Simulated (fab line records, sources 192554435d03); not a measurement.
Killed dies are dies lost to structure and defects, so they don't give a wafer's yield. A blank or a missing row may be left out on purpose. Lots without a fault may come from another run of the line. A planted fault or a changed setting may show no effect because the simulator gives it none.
Chamber matching | flow n5_finfet | N5_BEOL_M0_SAQP_HM_DEP_111 on pecvd-04: 3 sister chambers
The step deposits SiO2 from SiH4/N2O, target thk 12 nm, time 7.2 s. 20 wafers are shown with their chamber, then 10 later ones without.

WAFERS WITH THEIR CHAMBER
wafer  | chamber | showerhead_plenum_p_Torr (Torr) | rf_fwd_power_W (W) | heater_power_w (W)
L074.1 | 1       | 8.14                            | 270.0              | 751
L074.3 | 0       | 8.25                            | 272.6              | 683
L074.5 | 2       | 8.03                            | 272.3              | 733
L080.1 | 1       | 8.14                            | 272.0              | 650
L080.3 | 2       | 8.03                            | 274.9              | 721
L080.5 | 1       | 8.15                            | 272.2              | 673
L082.2 | 0       | 8.21                            | 274.1              | 758
L082.3 | 2       | 8.04                            | 273.7              | 716
L082.5 | 0       | 8.25                            | 273.2              | 739
L083.3 | 1       | 8.15                            | 271.9              | 739
L083.4 | 0       | 8.24                            | 273.6              | 739
L083.5 | 1       | 8.16                            | 270.5              | 751
L085.2 | 1       | 8.16                            | 272.3              | 775
L085.3 | 0       | 8.22                            | 274.9              | 656
L085.4 | 1       | 8.15                            | 272.4              | 785
L087.1 | 0       | 8.24                            | 273.7              | 804
L087.4 | 0       | 8.25                            | 274.1              | 799
L087.6 | 2       | 8.04                            | 272.6              | 720
L090.2 | 0       | 8.20                            | 274.1              | 780
L090.3 | 2       | 8.05                            | 273.8              | 672

SIGNATURES (means of the wafers above)
reading                  | chamber 0 | chamber 1 | chamber 2 | scatter within a chamber
showerhead_plenum_p_Torr | 8.2325    | 8.1500    | 8.0380    | 0.0142
rf_fwd_power_W           | 273.788   | 271.614   | 273.460   | 0.88
heater_power_w           | 744.75    | 732.00    | 712.40    | 46.9
Rule: a wafer's distance from a chamber is the root of the sum, over the readings, of the square of ((its reading less the chamber's mean) divided by the reading's scatter). The wafer belongs to the nearest chamber; if the next one is less than 2 further off, it can't be placed. The scatter: the root of (the sum of the squares of (reading less its chamber's mean) over the shown wafers, divided by (wafers less chambers)).

WAFERS WITHOUT THEIR CHAMBER
wafer  | showerhead_plenum_p_Torr (Torr) | rf_fwd_power_W (W) | heater_power_w (W)
L090.6 | 8.03                            | 274.2              | 666
L094.1 | 8.23                            | 273.5              | 774
L094.2 | 8.15                            | 271.3              | 813
L094.3 | 8.05                            | 273.8              | 608
L095.4 | 8.09                            | 272.6              | 664
L095.5 | 8.24                            | 271.9              | 798
L095.6 | 8.16                            | 272.5              | 790
L096.2 | 8.23                            | 274.2              | 769
L096.3 | 8.04                            | 275.0              | 601
L096.6 | 8.15                            | 273.1              | 785

WHICH CHAMBER EACH WENT THROUGH
wafer  | from the rows above     | in truth
L090.6 | 2                       | 2
L094.1 | 0                       | 0
L094.2 | 1                       | 1
L094.3 | 2                       | 2
L095.4 | can't be placed: 2 or 1 | 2
L095.5 | 0                       | 0
L095.6 | 1                       | 1
L096.2 | 0                       | 0
L096.3 | 2                       | 2
L096.6 | 1                       | 1
Placed correctly: 9 of 10. Can't be placed from these rows: 1 (the true chamber is among the candidates in 1). Placed wrongly: 0.
